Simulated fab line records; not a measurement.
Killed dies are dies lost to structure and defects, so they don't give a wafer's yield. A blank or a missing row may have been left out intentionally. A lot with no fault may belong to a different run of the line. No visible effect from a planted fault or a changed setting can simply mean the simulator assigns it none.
Which tool is to blame?    flow n5 finfet    Sampling: 20 lots, 60 wafers, 5 of 1938 route steps

## WHAT THE GAUGES READ, wafer by wafer
N5_BEOL_M11_INSPECT_58: inspects for defects (darkfield). Usual: raw defect count reads 63 (standard deviation 22).
lot   measured      on                 raw defect count  flag
L074  day 10 02:21  defect inspect-01  86 73 60          
L075  day 10 11:19  defect inspect-01  41 54 40          
L078  day 11 03:29  defect inspect-01  60 59 59          
L077  day 11 03:51  defect inspect-02  47 60 49          
L076  day 11 06:11  defect inspect-01  98 66 73          
L079  day 11 06:28  defect inspect-01  52 38 64          
L080  day 11 16:51  defect inspect-01  73 37 79          
L082  day 12 09:47  defect inspect-01  35 45 55          
L085  day 13 09:25  defect inspect-02  59 55 64          
L087  day 13 15:20  defect inspect-01  88 66 61          
L088  day 14 00:19  defect inspect-02  108 99 117        
L089  day 14 01:43  defect inspect-02  67 57 76          
L086  day 14 01:54  defect inspect-01  64 53 55          
L090  day 14 19:16  defect inspect-01  52 64 60          
L091  day 15 06:30  defect inspect-02  126 71 59         
L093  day 15 08:41  defect inspect-01  43 40 43          
L092  day 15 11:29  defect inspect-02  67 82 51          
L095  day 15 15:52  defect inspect-01  70 36 50          
L094  day 15 18:05  defect inspect-01  49 78 110         
L096  day 16 00:01  defect inspect-01  46 52 51          

## TOOL THAT RAN EACH LOT (tool first, then ch and the chambers of the sampled wafers, then the start)
lot   N5_BEOL_M11_DESCUM_33               N5_BEOL_M11_ETCH_65                 N5_BEOL_M11_ETCH_41                            N5_BEOL_M11_ANNEAL_51
L074  rie diel-05 ch 0,3, day 9 21:34     rie diel-05 ch 0,3, day 9 21:36     rie diel-05 ch 0,3, day 10 01:37 or earlier    rtp anneal-02 ch 0, day 10 01:37
L075  rie diel-05 ch 2,3, day 10 06:34    rie diel-05 ch 2,3, day 10 06:36    rie diel-05 ch 2,3, day 10 10:32 or earlier    rtp anneal-02 ch 0, day 10 10:32
L078  rie diel-03 ch 0,1, day 10 23:34    rie diel-03 ch 0,1, day 10 23:37    rie diel-03 ch 0,1, day 11 02:45 or earlier    rtp anneal-01 ch 0, day 11 02:45
L077  rie diel-03 ch 0,1,3, day 11 00:02  rie diel-03 ch 0,1,3, day 11 00:04  rie diel-03 ch 0,1,3, day 11 03:09 or earlier  rtp anneal-02 ch 0, day 11 03:09
L076  rie diel-03 ch 0,1,3, day 11 01:52  rie diel-03 ch 0,1,3, day 11 01:54  rie diel-03 ch 0,1,3, day 11 05:27 or earlier  rtp anneal-02 ch 0, day 11 05:27
L079  rie diel-04 ch 0,1,2, day 11 02:20  rie diel-04 ch 0,1,2, day 11 02:22  rie diel-04 ch 0,1,2, day 11 05:43 or earlier  rtp anneal-02 ch 0, day 11 05:43
L080  rie diel-03 ch 1,3, day 11 13:26    rie diel-03 ch 1,3, day 11 13:28    rie diel-03 ch 1,3, day 11 16:08 or earlier    rtp anneal-01 ch 0, day 11 16:08
L082  rie diel-05 ch 0,1,3, day 12 06:08  rie diel-05 ch 0,1,3, day 12 06:10  rie diel-05 ch 0,1,3, day 12 09:02 or earlier  rtp anneal-02 ch 0, day 12 09:02
L085  rie diel-05 ch 0,2,3, day 13 06:40  rie diel-05 ch 0,2,3, day 13 06:42  rie diel-05 ch 0,2,3, day 13 08:44 or earlier  rtp anneal-02 ch 0, day 13 08:44
L087  rie diel-03 ch 0,2,3, day 13 12:42  rie diel-03 ch 0,2,3, day 13 12:44  rie diel-03 ch 0,2,3, day 13 14:35 or earlier  rtp anneal-02 ch 0, day 13 14:35
L088  rie diel-04 ch 0,1,2, day 13 21:17  rie diel-04 ch 0,1,2, day 13 21:19  rie diel-04 ch 0,1,2, day 13 23:40 or earlier  rtp anneal-01 ch 0, day 13 23:40
L089  rie diel-03 ch 0,1,2, day 13 21:49  rie diel-03 ch 0,1,2, day 13 21:51  rie diel-03 ch 0,1,2, day 14 00:53 or earlier  rtp anneal-02 ch 0, day 14 00:53
L086  rie diel-05 ch 0,3, day 13 22:19    rie diel-05 ch 0,3, day 13 22:20    rie diel-05 ch 0,3, day 14 01:14 or earlier    rtp anneal-02 ch 0, day 14 01:14
L090  rie diel-05 ch 0,1, day 14 15:24    rie diel-05 ch 0,1, day 14 15:26    rie diel-05 ch 0,1, day 14 18:34 or earlier    rtp anneal-01 ch 0, day 14 18:34
L091  rie diel-05 ch 1,2,3, day 15 03:13  rie diel-05 ch 1,2,3, day 15 03:15  rie diel-05 ch 1,2,3, day 15 05:46 or earlier  rtp anneal-01 ch 0, day 15 05:46
L093  rie diel-03 ch 0,2,3, day 15 05:29  rie diel-03 ch 0,2,3, day 15 05:31  rie diel-03 ch 0,2,3, day 15 07:56 or earlier  rtp anneal-01 ch 0, day 15 07:56
L092  rie diel-05 ch 1,2, day 15 08:32    rie diel-05 ch 1,2, day 15 08:34    rie diel-05 ch 1,2, day 15 10:45 or earlier    rtp anneal-01 ch 0, day 15 10:45
L095  rie diel-04 ch 1,2,3, day 15 12:56  rie diel-04 ch 1,2,3, day 15 12:58  rie diel-04 ch 1,2,3, day 15 15:07 or earlier  rtp anneal-02 ch 0, day 15 15:07
L094  rie diel-04 ch 1,3, day 15 15:17    rie diel-04 ch 1,3, day 15 15:19    rie diel-04 ch 1,3, day 15 17:23 or earlier    rtp anneal-02 ch 0, day 15 17:23
L096  rie diel-03 ch 0,2, day 15 19:39    rie diel-03 ch 0,2, day 15 19:41    rie diel-03 ch 0,2, day 15 23:16 or earlier    rtp anneal-01 ch 0, day 15 23:16
- N5_BEOL_M11_DESCUM_33: chemistry O2, time 7.9 s.
- N5_BEOL_M11_ETCH_65: etches SiARC in CF4, target depth 39 nm, time 65 s.
- N5_BEOL_M11_ETCH_41: etches SiCN in CH3F/O2, target depth 42.6 nm, time 86 s.
- N5_BEOL_M11_ANNEAL_51: time 90 s.

## WHAT THE TOOLS THEMSELVES READ (means of the sampled wafers that have a number; where no wafer has one, the mark that the record gives instead)
N5_BEOL_M11_DESCUM_33. Usual: chamber pressure mTorr 20.000 mTorr, standard deviation 0.018; drypump motor current A 5.85 A, standard deviation 0.22; oes product au 0.79 a.u., standard deviation 0.086; rf vpp V 243.1 V, standard deviation 1.5; showerhead plenum p Torr 2.10 Torr, standard deviation 0.089; throttle valve pct 20.52 %, standard deviation 0.24.
lot   tool         chamber pressure mTorr (mTorr)  drypump motor current A (A)  oes product au (a.u.)  rf vpp V (V)  showerhead plenum p Torr (Torr)  throttle valve pct (%)  flag
L074  rie diel-05  20.005                          5.87                         0.70                   241.4         2.04                             20.79                   
L075  rie diel-05  20.016                          5.94                         0.78                   242.5         2.07                             20.62                   
L078  rie diel-03  20.011                          5.80                         0.73                   242.2         2.03                             20.63                   
L077  rie diel-03  20.017                          5.87                         0.79                   242.9         2.10                             20.49                   
L076  rie diel-03  19.999                          5.88                         0.79                   243.8         2.10                             20.49                   
L079  rie diel-04  19.977                          5.73                         0.82                   242.7         2.08                             20.26                   
L080  rie diel-03  20.003                          5.73                         0.86                   244.1         2.15                             20.29                   
L082  rie diel-05  20.008                          5.82                         0.88                   242.5         2.04                             20.44                   
L085  rie diel-05  20.006                          5.87                         0.83                   242.8         2.09                             20.62                   
L087  rie diel-03  19.998                          5.92                         0.77                   243.6         2.16                             20.57                   
L088  rie diel-04  20.012                          5.72                         0.79                   242.5         2.07                             20.29                   
L089  rie diel-03  19.996                          5.85                         0.72                   243.6         2.08                             20.70                   
L086  rie diel-05  19.995                          5.92                         0.78                   241.0         2.01                             20.61                   
L090  rie diel-05  20.002                          5.77                         0.92                   243.2         2.05                             20.43                   
L091  rie diel-05  19.986                          5.83                         0.82                   243.5         2.09                             20.51                   
L093  rie diel-03  20.012                          5.93                         0.76                   244.5         2.15                             20.58                   
L092  rie diel-05  20.016                          5.72                         0.88                   243.2         2.11                             20.37                   
L095  rie diel-04  19.992                          5.94                         0.79                   242.9         2.10                             20.39                   
L094  rie diel-04  20.003                          6.15                         0.74                   243.8         2.05                             20.60                   
L096  rie diel-03  19.993                          5.91                         0.71                   243.5         2.14                             20.75                   

N5_BEOL_M11_ETCH_65. Usual: bias w 36.01 W, standard deviation 0.11; chamber pressure mTorr 40.01 mTorr, standard deviation 0.036; drypump motor current A 5.85 A, standard deviation 0.22; etch rf on time s 65.0 s, standard deviation 1.1; oes product au 0.67 a.u., standard deviation 0.074; rf vpp V 184.0 V, standard deviation 1.4; showerhead plenum p Torr 2.14 Torr, standard deviation 0.084; throttle valve pct 15.69 %, standard deviation 0.25.
lot   tool         bias w (W)  chamber pressure mTorr (mTorr)  drypump motor current A (A)  etch rf on time s (s)  oes product au (a.u.)  rf vpp V (V)  showerhead plenum p Torr (Torr)  throttle valve pct (%)  flag
L074  rie diel-05  35.98       39.98                           5.87                         65.7                   0.60                   183.4         2.09                             15.98                   
L075  rie diel-05  36.13       40.00                           5.94                         65.3                   0.66                   183.4         2.12                             15.78                   
L078  rie diel-03  36.01       40.01                           5.80                         64.9                   0.62                   182.5         2.08                             15.85                   
L077  rie diel-03  36.14       40.00                           5.88                         64.6                   0.69                   183.5         2.15                             15.66                   
L076  rie diel-03  35.96       40.03                           5.86                         65.1                   0.68                   183.2         2.15                             15.67                   
L079  rie diel-04  36.01       39.97                           5.71                         65.8                   0.69                   183.6         2.14                             15.47                   
L080  rie diel-03  35.97       39.98                           5.71                         64.4                   0.75                   185.3         2.20                             15.46                   
L082  rie diel-05  35.98       40.04                           5.83                         64.8                   0.74                   183.1         2.09                             15.59                   
L085  rie diel-05  36.00       39.98                           5.87                         63.8                   0.71                   183.5         2.14                             15.74                   
L087  rie diel-03  36.03       40.04                           5.90                         64.4                   0.66                   184.0         2.19                             15.68                   
L088  rie diel-04  36.05       40.02                           5.73                         65.5                   0.67                   183.2         2.13                             15.51                   
L089  rie diel-03  36.04       40.00                           5.83                         65.4                   0.60                   184.0         2.12                             15.87                   
L086  rie diel-05  36.08       40.03                           5.93                         65.2                   0.67                   183.2         2.07                             15.79                   
L090  rie diel-05  35.96       39.99                           5.77                         64.3                   0.78                   184.5         2.10                             15.52                   
L091  rie diel-05  35.99       40.00                           5.82                         64.9                   0.69                   184.1         2.13                             15.66                   
L093  rie diel-03  36.00       40.02                           5.92                         65.3                   0.65                   185.0         2.19                             15.70                   
L092  rie diel-05  35.98       40.03                           5.71                         63.9                   0.75                   184.7         2.16                             15.46                   
L095  rie diel-04  36.06       39.99                           5.94                         65.8                   0.66                   184.1         2.15                             15.60                   
L094  rie diel-04  35.95       39.99                           6.16                         66.1                   0.62                   183.3         2.10                             15.82                   
L096  rie diel-03  36.04       39.99                           5.90                         65.6                   0.60                   184.2         2.17                             15.87                   

N5_BEOL_M11_ETCH_41. Usual: bias w 74.97 W, standard deviation 0.2; chamber pressure mTorr 30.002 mTorr, standard deviation 0.025; drypump motor current A 5.85 A, standard deviation 0.22; oes product au 0.79 a.u., standard deviation 0.086; rf vpp V 297.4 V, standard deviation 1.9; showerhead plenum p Torr 2.01 Torr, standard deviation 0.084; throttle valve pct 16.42 %, standard deviation 0.23.
lot   tool         bias w (W)  chamber pressure mTorr (mTorr)  drypump motor current A (A)  oes product au (a.u.)  rf vpp V (V)  showerhead plenum p Torr (Torr)  throttle valve pct (%)  flag
L074  rie diel-05  75.11       29.989                          5.87                         0.70                   296.4         1.96                             16.71                   
L075  rie diel-05  74.97       30.028                          5.93                         0.77                   297.5         1.99                             16.55                   
L078  rie diel-03  75.07       30.006                          5.82                         0.72                   295.7         1.94                             16.52                   
L077  rie diel-03  74.99       29.993                          5.87                         0.79                   297.5         2.01                             16.38                   
L076  rie diel-03  75.08       29.991                          5.86                         0.80                   297.6         2.01                             16.38                   
L079  rie diel-04  74.96       30.001                          5.70                         0.81                   296.1         2.00                             16.21                   
L080  rie diel-03  75.01       30.004                          5.73                         0.87                   298.3         2.06                             16.20                   
L082  rie diel-05  74.91       29.976                          5.81                         0.88                   296.8         1.95                             16.33                   
L085  rie diel-05  74.77       30.012                          5.86                         0.82                   296.4         2.00                             16.50                   
L087  rie diel-03  74.77       29.982                          5.93                         0.77                   299.0         2.05                             16.41                   
L088  rie diel-04  75.03       30.000                          5.73                         0.79                   296.3         1.99                             16.23                   
L089  rie diel-03  74.83       30.002                          5.86                         0.71                   297.6         1.98                             16.56                   
L086  rie diel-05  74.87       29.994                          5.93                         0.78                   295.6         1.93                             16.55                   
L090  rie diel-05  75.08       30.022                          5.77                         0.92                   296.4         1.96                             16.25                   
L091  rie diel-05  75.01       29.992                          5.83                         0.80                   296.5         2.00                             16.41                   
L093  rie diel-03  74.98       29.974                          5.92                         0.76                   298.1         2.05                             16.42                   
L092  rie diel-05  75.10       29.974                          5.72                         0.88                   297.1         2.02                             16.21                   
L095  rie diel-04  74.92       29.994                          5.94                         0.77                   297.1         2.01                             16.34                   
L094  rie diel-04  74.94       30.004                          6.15                         0.73                   296.2         1.96                             16.53                   
L096  rie diel-03  74.97       30.011                          5.89                         0.70                   298.4         2.02                             16.56                   

N5_BEOL_M11_ANNEAL_51. Usual: wafer_temp_C_max reads 226.13 (standard deviation 0.24).
lot   tool           wafer_temp_C_max  flag
L074  rtp anneal-02  226.27            
L075  rtp anneal-02  225.98            
L078  rtp anneal-01  226.19            
L077  rtp anneal-02  226.07            
L076  rtp anneal-02  226.06            
L079  rtp anneal-02  226.10            
L080  rtp anneal-01  226.09            
L082  rtp anneal-02  226.35            
L085  rtp anneal-02  226.27            
L087  rtp anneal-02  226.13            
L088  rtp anneal-01  226.19            
L089  rtp anneal-02  226.08            
L086  rtp anneal-02  226.36            
L090  rtp anneal-01  226.29            
L091  rtp anneal-01  226.18            
L093  rtp anneal-01  226.27            
L092  rtp anneal-01  226.03            
L095  rtp anneal-02  226.27            
L094  rtp anneal-02  225.86            
L096  rtp anneal-01  226.05            

## THE ANSWER, worked out from the rows above alone
Rule: a lot counts as off when the mean over its wafers that have a number is more than 3 standard deviations away from the usual mean. A lot without any number at a reading at which 4 lots or more have one is off too. All remaining lots with rows at the step are treated as sound. First the gauges in route order, then the tools' own readings, where a lot's mean is used as printed above. At the first step where some lot is off, the reading lying furthest off is the one used; lots without a number count as furthest.
Nothing can be told from this: no lot is off at any reading shown.

## WHAT THE SIMULATOR HAD PUT IN
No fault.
